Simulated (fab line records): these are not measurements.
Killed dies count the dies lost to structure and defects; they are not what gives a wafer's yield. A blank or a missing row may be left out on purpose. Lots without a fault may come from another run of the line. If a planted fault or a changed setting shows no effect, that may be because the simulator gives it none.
Which tool is to blame? | flow n5Finfet | 72 wafers from 24 lots sampled at 6 of the route's 1938 steps

## WHAT THE GAUGES READ, wafer by wafer
N5_BEOL_M8_INSPECT_58: inspects for defects (darkfield). Usual: rawDefectCount 71, standard deviation 28.
lot  | measured     | on               | rawDefectCount | flag
L074 | day 9 08:25  | defectInspect-02 | 47 57 69       | 
L075 | day 10 01:47 | defectInspect-02 | 140 90 55      | 
L077 | day 10 04:14 | defectInspect-01 | 48 46 75       | 
L076 | day 10 20:46 | defectInspect-02 | 162 81 114     | 
L081 | day 10 23:38 | defectInspect-01 | 74 50 69       | 
L079 | day 11 05:01 | defectInspect-02 | 150 78 87      | 
L080 | day 11 06:05 | defectInspect-01 | 69 77 101      | 
L082 | day 12 06:28 | defectInspect-01 | 27 27 26       | 
L078 | day 12 11:01 | defectInspect-02 | 47 49 46       | 
L083 | day 12 13:13 | defectInspect-02 | 71 37 66       | 
L084 | day 12 18:44 | defectInspect-01 | 63 86 90       | 
L085 | day 13 07:20 | defectInspect-02 | 42 84 53       | 
L086 | day 13 08:58 | defectInspect-01 | 44 78 61       | 
L088 | day 13 18:42 | defectInspect-02 | 78 98 52       | 
L087 | day 14 01:46 | defectInspect-01 | 129 108 115    | 
L090 | day 14 13:05 | defectInspect-02 | 81 73 75       | 
L089 | day 14 22:03 | defectInspect-01 | 81 59 61       | 
L091 | day 15 03:01 | defectInspect-01 | 75 66 63       | 
L092 | day 15 11:47 | defectInspect-02 | 68 41 42       | 
L095 | day 15 14:55 | defectInspect-01 | 58 72 62       | 
L093 | day 15 14:58 | defectInspect-01 | 115 66 101     | 
L094 | day 15 16:19 | defectInspect-01 | 43 73 75       | 
L097 | day 15 20:04 | defectInspect-01 | 64 39 54       | 
L096 | day 16 02:07 | defectInspect-02 | 64 90 52       | 

N5_BEOL_M9_OVL_MEAS_29. Usual: V8_OVL gives -0.1 nm (standard deviation 0.63).
lot  | measured     | on         | V8_OVL (nm)    | flag
L074 | day 9 21:51  | overlay-01 | 0.1 0.0 0.0    | 
L075 | day 10 07:22 | overlay-02 | -0.8 -0.2 0.5  | 
L077 | day 10 13:31 | overlay-01 | -0.4 1.5 0.9   | 
L076 | day 11 06:40 | overlay-02 | -0.1 0.3 0.3   | 
L081 | day 11 09:14 | overlay-01 | 0.0 0.1 0.0    | 
L079 | day 11 09:04 | overlay-01 | 1.0 -0.4 -0.6  | 
L080 | day 11 09:16 | overlay-02 | 0.3 0.3 -0.8   | 
L082 | day 12 09:09 | overlay-02 | 0.4 0.3 0.8    | 
L078 | day 12 13:41 | overlay-02 | 0.0 0.4 -0.4   | 
L083 | day 12 17:49 | overlay-02 | 0.7 0.0 0.3    | 
L084 | day 12 21:34 | overlay-01 | 0.1 -0.9 -0.8  | 
L085 | day 13 12:36 | overlay-02 | -1.2 0.1 -0.6  | 
L086 | day 13 12:47 | overlay-01 | -0.4 0.1 -0.8  | 
L088 | day 13 23:59 | overlay-01 | 1.0 1.0 0.5    | 
L087 | day 14 08:17 | overlay-01 | -1.2 -1.5 -0.2 | 
L090 | day 14 18:35 | overlay-02 | -0.5 -0.5 -0.3 | 
L089 | day 15 01:31 | overlay-01 | -0.1 0.3 -0.3  | 
L091 | day 15 06:22 | overlay-01 | -0.7 -0.8 -1.0 | 
L092 | day 15 17:04 | overlay-02 | 0.5 0.5 -0.1   | 
L095 | day 15 19:02 | overlay-01 | 0.5 -0.5 0.0   | 
L093 | day 15 19:13 | overlay-02 | 0.1 -0.5 0.5   | 
L094 | day 15 19:24 | overlay-01 | 0.1 0.0 0.2    | 
L097 | day 16 00:43 | overlay-02 | -0.5 -1.2 -1.0 | 
L096 | day 16 04:21 | overlay-01 | -0.4 -1.0 -0.4 | 

N5_BEOL_M9_CD_MEAS_35: target cd 70 nm, target cd y 40 nm. Usual: cdNm 69.3 nm, standard deviation 0.78.
lot  | measured     | on       | cdNm (nm)      | flag
L074 | day 9 22:32  | cdSem-01 | 69.4 69.2 69.3 | 
L075 | day 10 08:04 | cdSem-02 | 68.8 70.0 69.5 | 
L077 | day 10 14:13 | cdSem-01 | 69.3 69.5 69.6 | 
L076 | day 11 07:24 | cdSem-03 | 68.8 68.9 70.5 | 
L081 | day 11 10:31 | cdSem-01 | 68.6 68.3 69.1 | 
L079 | day 11 10:06 | cdSem-01 | 69.4 68.5 69.7 | 
L080 | day 11 10:35 | cdSem-03 | 68.0 68.3 69.2 | 
L082 | day 12 09:50 | cdSem-01 | 68.7 69.0 69.1 | 
L078 | day 12 14:23 | cdSem-02 | 69.7 70.7 69.7 | 
L083 | day 12 18:31 | cdSem-02 | 69.4 69.9 69.5 | 
L084 | day 12 22:16 | cdSem-01 | 68.8 68.9 70.5 | 
L085 | day 13 13:25 | cdSem-02 | 69.8 70.1 69.6 | 
L086 | day 13 13:54 | cdSem-01 | 69.2 69.1 68.4 | 
L088 | day 14 00:54 | cdSem-02 | 70.4 67.8 70.3 | 
L087 | day 14 08:59 | cdSem-03 | 69.9 69.4 68.5 | 
L090 | day 14 19:38 | cdSem-01 | 70.4 69.7 70.0 | 
L089 | day 15 02:17 | cdSem-03 | 70.2 69.4 67.8 | 
L091 | day 15 07:04 | cdSem-03 | 67.4 69.1 69.0 | 
L092 | day 15 17:52 | cdSem-03 | 68.9 69.1 69.1 | 
L095 | day 15 19:50 | cdSem-03 | 69.4 69.9 67.9 | 
L093 | day 15 19:55 | cdSem-01 | 69.5 69.7 68.3 | 
L094 | day 15 20:20 | cdSem-03 | 69.1 68.4 68.9 | 
L097 | day 16 01:32 | cdSem-02 | 70.3 69.0 69.9 | 
L096 | day 16 05:02 | cdSem-01 | 68.5 68.9 69.0 | 

N5_BEOL_M10_INSPECT_13: inspects for defects (brightfield). Usual: rawDefectCount 388, standard deviation 89.
lot  | measured     | on               | rawDefectCount | flag
L074 | day 10 03:58 | defectInspect-02 | 413 464 417    | 
L075 | day 10 12:53 | defectInspect-01 | 318 288 267    | 
L077 | day 10 20:49 | defectInspect-02 | 259 376 457    | 
L076 | day 11 15:34 | defectInspect-02 | 495 427 420    | 
L081 | day 11 16:04 | defectInspect-02 | 365 290 298    | 
L079 | day 11 15:44 | defectInspect-01 | 342 305 290    | 
L080 | day 11 18:59 | defectInspect-02 | 405 338 407    | 
L082 | day 12 14:56 | defectInspect-01 | 525 490 686    | 
L078 | day 12 18:31 | defectInspect-02 | 323 366 367    | 
L083 | day 12 22:59 | defectInspect-02 | 411 338 417    | 
L084 | day 13 02:28 | defectInspect-01 | 280 442 459    | 
L085 | day 13 17:32 | defectInspect-01 | 359 444 360    | 
L086 | day 13 20:19 | defectInspect-02 | 348 280 308    | 
L088 | day 14 05:38 | defectInspect-02 | 441 419 433    | 
L087 | day 14 14:26 | defectInspect-01 | 475 475 449    | 
L090 | day 15 01:21 | defectInspect-01 | 393 408 443    | 
L089 | day 15 08:07 | defectInspect-02 | 405 403 455    | 
L091 | day 15 11:26 | defectInspect-02 | 613 404 502    | 
L092 | day 16 00:01 | defectInspect-01 | 353 396 316    | 
L095 | day 16 02:31 | defectInspect-01 | 376 262 494    | 
L093 | day 16 02:17 | defectInspect-01 | 326 306 303    | 
L094 | day 16 03:01 | defectInspect-01 | 416 351 551    | 
L097 | day 16 10:38 | defectInspect-01 | 302 320 296    | 
L096 | day 16 11:04 | defectInspect-02 | 335 339 352    | 

## WHICH TOOL RAN EACH LOT (tool, then ch and the chambers of the sampled wafers, then the start)
lot  | N5_BEOL_M9_STRIP_36               | N5_BEOL_M9_ALD_74
L074 | rieDiel-03 ch 0,2, day 9 22:10    | aldMetal-04 ch 1,2,3, day 9 23:04
L075 | rieDiel-01 ch 1,2,3, day 10 07:43 | aldMetal-01 ch 0,1,3, day 10 08:37
L077 | rieDiel-02 ch 1,2, day 10 13:50   | aldMetal-04 ch 0,3, day 10 16:37
L076 | rieDiel-02 ch 0,2,3, day 11 07:02 | aldMetal-01 ch 0,1,3, day 11 09:20
L081 | rieDiel-02 ch 2,3, day 11 10:09   | aldMetal-02 ch 0,1, day 11 11:04
L079 | rieDiel-02 ch 0,1,2, day 11 09:44 | aldMetal-02 ch 0,1,3, day 11 10:47
L080 | rieDiel-03 ch 0,1,2, day 11 10:13 | aldMetal-02 ch 0,1,3, day 11 11:24
L082 | rieDiel-02 ch 0,2,3, day 12 09:28 | aldMetal-04 ch 1,2,3, day 12 11:00
L078 | rieDiel-03 ch 1,2, day 12 14:02   | aldMetal-01 ch 2,3, day 12 14:55
L083 | rieDiel-01 ch 0,1,2, day 12 18:08 | aldMetal-02 ch 0,1,3, day 12 19:33
L084 | rieDiel-02 ch 0,1,3, day 12 21:53 | aldMetal-04 ch 0,1,3, day 12 22:47
L085 | rieDiel-01 ch 1,3, day 13 13:03   | aldMetal-02 ch 1,2,3, day 13 13:56
L086 | rieDiel-03 ch 0,1,3, day 13 13:32 | aldMetal-02 ch 1,2, day 13 14:53
L088 | rieDiel-03 ch 1,3, day 14 00:26   | aldMetal-01 ch 0,2,3, day 14 01:22
L087 | rieDiel-03 ch 1,3, day 14 08:37   | aldMetal-01 ch 1,2,3, day 14 09:29
L090 | rieDiel-02 ch 0,2,3, day 14 19:16 | aldMetal-01 ch 1,2,3, day 14 20:18
L089 | rieDiel-01 ch 0,2,3, day 15 01:55 | aldMetal-02 ch 0,2,3, day 15 04:05
L091 | rieDiel-01 ch 0,1,3, day 15 06:41 | aldMetal-02 ch 1,2,3, day 15 07:51
L092 | rieDiel-02 ch 0,1,2, day 15 17:25 | aldMetal-04 ch 0,2,3, day 15 18:40
L095 | rieDiel-03 ch 1,2, day 15 19:22   | aldMetal-02 ch 0,1,2, day 15 20:43
L093 | rieDiel-02 ch 0,2,3, day 15 19:33 | aldMetal-04 ch 1,2, day 15 20:31
L094 | rieDiel-02 ch 0,2, day 15 19:59   | aldMetal-02 ch 0,1,3, day 15 23:07
L097 | rieDiel-01 ch 0,2,3, day 16 01:10 | aldMetal-02 ch 0,2,3, day 16 02:43
L096 | rieDiel-01 ch 0,1, day 16 04:40   | aldMetal-01 ch 0,2,3, day 16 05:54
- N5_BEOL_M9_STRIP_36: strips in N2/H2.
- N5_BEOL_M9_ALD_74: deposits TaN, target thk 2 nm, pulse time 2 s, purge time 3 s.

## WHAT THE TOOLS THEMSELVES READ (means of the sampled wafers that have a number; where no wafer has one, the mark that the record gives instead)
N5_BEOL_M9_STRIP_36. Usual: drypumpMotorCurrentA 6.0 A, standard deviation 0.36; oesProductAu 0.80 a.u., standard deviation 0.1; rfVppV 59.3 V, standard deviation 1.3; showerheadPlenumPTorr 2.53 Torr, standard deviation 0.094; tempC 40.00 C, standard deviation 0.11; throttleValvePct 23.6 %, standard deviation 0.3.
lot  | tool       | drypumpMotorCurrentA (A) | oesProductAu (a.u.) | rfVppV (V) | showerheadPlenumPTorr (Torr) | tempC (C) | throttleValvePct (%) | flag
L074 | rieDiel-03 | 5.7                      | 0.76                | 59.6       | 2.53                         | 40.14     | 23.4                 | 
L075 | rieDiel-01 | 6.0                      | 0.77                | 60.5       | 2.54                         | 39.98     | 23.8                 | 
L077 | rieDiel-02 | 5.8                      | 0.91                | 59.4       | 2.61                         | 40.04     | 23.8                 | 
L076 | rieDiel-02 | 6.1                      | 0.86                | 60.3       | 2.57                         | 39.89     | 23.5                 | 
L081 | rieDiel-02 | 5.8                      | 0.81                | 58.7       | 2.52                         | 40.06     | 23.7                 | 
L079 | rieDiel-02 | 6.0                      | 0.85                | 58.8       | 2.56                         | 39.95     | 23.5                 | 
L080 | rieDiel-03 | 5.9                      | 0.80                | 59.4       | 2.50                         | 40.14     | 23.4                 | 
L082 | rieDiel-02 | 6.1                      | 0.84                | 58.5       | 2.57                         | 40.02     | 23.5                 | 
L078 | rieDiel-03 | 6.3                      | 0.77                | 59.5       | 2.49                         | 39.98     | 23.5                 | 
L083 | rieDiel-01 | 6.1                      | 0.81                | 59.8       | 2.54                         | 39.91     | 23.5                 | 
L084 | rieDiel-02 | 6.1                      | 0.75                | 57.7       | 2.46                         | 39.94     | 23.5                 | 
L085 | rieDiel-01 | 6.0                      | 0.75                | 59.6       | 2.49                         | 39.94     | 23.8                 | 
L086 | rieDiel-03 | 5.8                      | 0.78                | 58.1       | 2.54                         | 39.97     | 23.4                 | 
L088 | rieDiel-03 | 6.0                      | 0.81                | 58.2       | 2.52                         | 39.98     | 23.4                 | 
L087 | rieDiel-03 | 6.3                      | 0.74                | 59.5       | 2.55                         | 40.06     | 23.6                 | 
L090 | rieDiel-02 | 6.1                      | 0.82                | 58.8       | 2.56                         | 39.92     | 23.5                 | 
L089 | rieDiel-01 | 6.1                      | 0.76                | 58.4       | 2.55                         | 39.94     | 23.6                 | 
L091 | rieDiel-01 | 6.1                      | 0.81                | 60.2       | 2.50                         | 39.96     | 23.5                 | 
L092 | rieDiel-02 | 6.0                      | 0.81                | 59.6       | 2.55                         | 39.99     | 23.6                 | 
L095 | rieDiel-03 | 6.1                      | 0.88                | 60.0       | 2.48                         | 40.05     | 23.3                 | 
L093 | rieDiel-02 | 6.1                      | 0.80                | 58.7       | 2.56                         | 39.94     | 23.5                 | 
L094 | rieDiel-02 | 6.0                      | 0.88                | 60.8       | 2.65                         | 40.08     | 23.6                 | 
L097 | rieDiel-01 | 6.0                      | 0.74                | 59.4       | 2.55                         | 39.92     | 23.6                 | 
L096 | rieDiel-01 | 6.1                      | 0.84                | 60.2       | 2.49                         | 40.11     | 23.5                 | 

N5_BEOL_M9_ALD_74. Usual: heaterPowerOuterW 228 W, standard deviation 17; heaterPowerW 417 W, standard deviation 33.
lot  | tool        | heaterPowerOuterW (W) | heaterPowerW (W) | flag
L074 | aldMetal-04 | 216                   | 407              | 
L075 | aldMetal-01 | 221                   | 411              | 
L077 | aldMetal-04 | 252                   | 464              | 
L076 | aldMetal-01 | 221                   | 404              | 
L081 | aldMetal-02 | 227                   | 408              | 
L079 | aldMetal-02 | 232                   | 421              | 
L080 | aldMetal-02 | 232                   | 416              | 
L082 | aldMetal-04 | 212                   | 411              | 
L078 | aldMetal-01 | 222                   | 405              | 
L083 | aldMetal-02 | 229                   | 423              | 
L084 | aldMetal-04 | 236                   | 460              | 
L085 | aldMetal-02 | 234                   | 409              | 
L086 | aldMetal-02 | 225                   | 405              | 
L088 | aldMetal-01 | 226                   | 421              | 
L087 | aldMetal-01 | 228                   | 415              | 
L090 | aldMetal-01 | 230                   | 406              | 
L089 | aldMetal-02 | 231                   | 406              | 
L091 | aldMetal-02 | 230                   | 410              | 
L092 | aldMetal-04 | 229                   | 426              | 
L095 | aldMetal-02 | 226                   | 400              | 
L093 | aldMetal-04 | 227                   | 429              | 
L094 | aldMetal-02 | 233                   | 418              | 
L097 | aldMetal-02 | 233                   | 402              | 
L096 | aldMetal-01 | 227                   | 422              | 

## THE ANSWER, worked out from the rows above alone
Rule: lot off if the mean of its wafers having a number is beyond 3 standard deviations from the usual mean. Also off: a lot with no number at a reading for which 4 or more lots have one. All remaining lots with rows at the step are treated as sound. First the gauges in route order, then the tools' own readings, where a lot's mean is used as printed above. At the first step where some lot is off, the reading lying furthest off is the one used; lots without a number count as furthest.
Nothing can be told from this: no lot is off at any reading shown.

## WHAT THE SIMULATOR HAD INSERTED
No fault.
